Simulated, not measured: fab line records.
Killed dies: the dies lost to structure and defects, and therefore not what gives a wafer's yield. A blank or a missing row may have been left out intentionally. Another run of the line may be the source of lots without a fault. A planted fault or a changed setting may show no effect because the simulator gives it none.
Check for tools in common + flow nand-harc + 11 lots, 39 wafers sampled

REASON IT WAS OPENED
On 2 of the 11 lots, a flag is raised at NHARC_P_M0_CD_MEAS_09 on the reading cd-nm. Fault-free wafers read 90.1 nm, with a standard deviation of 0.66.
Rule: a lot gets a flag if all its wafers with a number sit over 4 standard deviations from that mean, or if no wafer of it has a number. The other lots count as sound.

| lot  | measured     | on        | cd-nm (nm), wafer by wafer        | flag    |
|------|--------------|-----------|-----------------------------------|---------|
| L878 | day 6 05:41  | cd-sem-03 | 89.2 90.4 89.8                    |         |
| L879 | day 6 18:11  | cd-sem-03 | 90.2 89.7 89.4                    |         |
| L881 | day 7 07:44  | cd-sem-02 | 91.2 89.9 90.4                    |         |
| L882 | day 7 21:49  | cd-sem-01 | 90.4 90.3 90.4                    |         |
| L883 | day 8 02:37  | cd-sem-02 | 100.9 101.2 99.9 100.7 101.2 99.8 | FLAGGED |
| L891 | day 12 07:16 | cd-sem-02 | 97.9 100.0 98.6 97.7 99.7 98.1    | FLAGGED |
| L893 | day 12 15:57 | cd-sem-01 | 90.0 91.0 91.1                    |         |
| L894 | day 12 21:15 | cd-sem-03 | 90.7 90.6 90.7                    |         |
| L896 | day 13 14:49 | cd-sem-01 | 89.8 89.4 89.6                    |         |
| L897 | day 14 00:35 | cd-sem-01 | 90.0 90.5 90.0                    |         |
| L898 | day 14 12:52 | cd-sem-03 | 89.4 89.8 89.3                    |         |
The numbers of the flagged lots are 99.6 nm on average: +9.5 nm against the usual, or +14 standard deviations.

WHICH TOOL RAN EACH LOT
Before the reading, the record contains 2 process steps out of a 1302-step route. Read each cell as the tool, then ch plus the chambers that the sampled wafers visited, then the start.
| lot  | flag    | NHARC_P_CONTACT_ETCH_18                       | NHARC_P_M0_EXPOSE_06               |
|------|---------|-----------------------------------------------|------------------------------------|
| L878 |         | rie-diel-08 ch 0,2, day 6 05:33 or earlier    | arfi-scanner-03 ch 0, day 6 05:33  |
| L879 |         | rie-diel-08 ch 2,3, day 6 18:02 or earlier    | arfi-scanner-03 ch 0, day 6 18:02  |
| L881 |         | rie-diel-05 ch 1,2,3, day 7 07:36 or earlier  | arfi-scanner-03 ch 0, day 7 07:36  |
| L882 |         | rie-diel-03 ch 1,2,3, day 7 21:41 or earlier  | arfi-scanner-03 ch 0, day 7 21:41  |
| L883 | FLAGGED | rie-diel-08 ch 0,1, day 8 02:28 or earlier    | arfi-scanner-03 ch 0, day 8 02:28  |
| L891 | FLAGGED | rie-diel-03 ch 0,3, day 12 07:08 or earlier   | arfi-scanner-03 ch 0, day 12 07:08 |
| L893 |         | rie-diel-05 ch 1,3, day 12 15:49 or earlier   | arfi-scanner-02 ch 0, day 12 15:49 |
| L894 |         | rie-diel-05 ch 0,1, day 12 21:07 or earlier   | arfi-scanner-01 ch 0, day 12 21:07 |
| L896 |         | rie-diel-03 ch 0,1,3, day 13 14:41 or earlier | arfi-scanner-01 ch 0, day 13 14:41 |
| L897 |         | rie-diel-03 ch 1,2, day 14 00:26 or earlier   | arfi-scanner-02 ch 0, day 14 00:26 |
| L898 |         | rie-diel-08 ch 1,2,3, day 14 12:44 or earlier | arfi-scanner-01 ch 0, day 14 12:44 |
What these steps do:
- NHARC_P_CONTACT_ETCH_18: etches the open film in C4F8/O2/Ar, target depth 481 nm, time 240.5 s.
- NHARC_P_M0_EXPOSE_06: exposes mask P M0, target cd 90 nm.
- NHARC_P_M0_CD_MEAS_09: target cd 90 nm.

FLAGGED AGAINST TOTAL, ONE TOOL AT A TIME (gauges that did the reading follow at the end)
| step                    | tool            | lots run | flagged | share of the flagged lots | sound lots run after its first flagged lot |
|-------------------------|-----------------|----------|---------|---------------------------|--------------------------------------------|
| NHARC_P_CONTACT_ETCH_18 | rie-diel-03     | 4        | 1       | some                      | 2 (L896,L897)                              |
| NHARC_P_CONTACT_ETCH_18 | rie-diel-05     | 3        | 0       | none                      | -                                          |
| NHARC_P_CONTACT_ETCH_18 | rie-diel-08     | 4        | 1       | some                      | 1 (L898)                                   |
| NHARC_P_M0_EXPOSE_06    | arfi-scanner-01 | 3        | 0       | none                      | -                                          |
| NHARC_P_M0_EXPOSE_06    | arfi-scanner-02 | 2        | 0       | none                      | -                                          |
| NHARC_P_M0_EXPOSE_06    | arfi-scanner-03 | 6        | 2       | all                       | 0                                          |
| NHARC_P_M0_CD_MEAS_09   | cd-sem-01       | 4        | 0       | none                      | -                                          |
| NHARC_P_M0_CD_MEAS_09   | cd-sem-02       | 3        | 2       | all                       | 0                                          |
| NHARC_P_M0_CD_MEAS_09   | cd-sem-03       | 4        | 0       | none                      | -                                          |
NHARC_P_CONTACT_ETCH_18 gives no start for some lots, so the hours and the order of its lots are those of NHARC_P_M0_EXPOSE_06.

WHAT THE TABLE PERMITS
Rows of the table that ran all the flagged lots, 2 in number: arfi-scanner-03 at NHARC_P_M0_EXPOSE_06; cd-sem-02 at NHARC_P_M0_CD_MEAS_09.
- arfi-scanner-03 at NHARC_P_M0_EXPOSE_06: 2 of its 6 lots flagged. Its last sound lot is L882 (day 7 21:41), its first flagged lot L883 (day 8 02:28): a fault that began between those two fits. Its own readings (exposure-dose-mJ-cm2) fall more than 4 standard deviations out on all wafers of the flagged lots.
- cd-sem-02 at NHARC_P_M0_CD_MEAS_09: 2 of its 3 lots flagged. Its last sound lot is L881 (day 7 07:44), its first flagged lot L883 (day 8 02:37): a fault that began between those two fits.
Because each of these 2 tools fits a fault that began at some hour, counting lots does not separate them. More lots, or a look at what each step does to the wafer, might.

WHAT THE SIMULATOR HAD INSERTED
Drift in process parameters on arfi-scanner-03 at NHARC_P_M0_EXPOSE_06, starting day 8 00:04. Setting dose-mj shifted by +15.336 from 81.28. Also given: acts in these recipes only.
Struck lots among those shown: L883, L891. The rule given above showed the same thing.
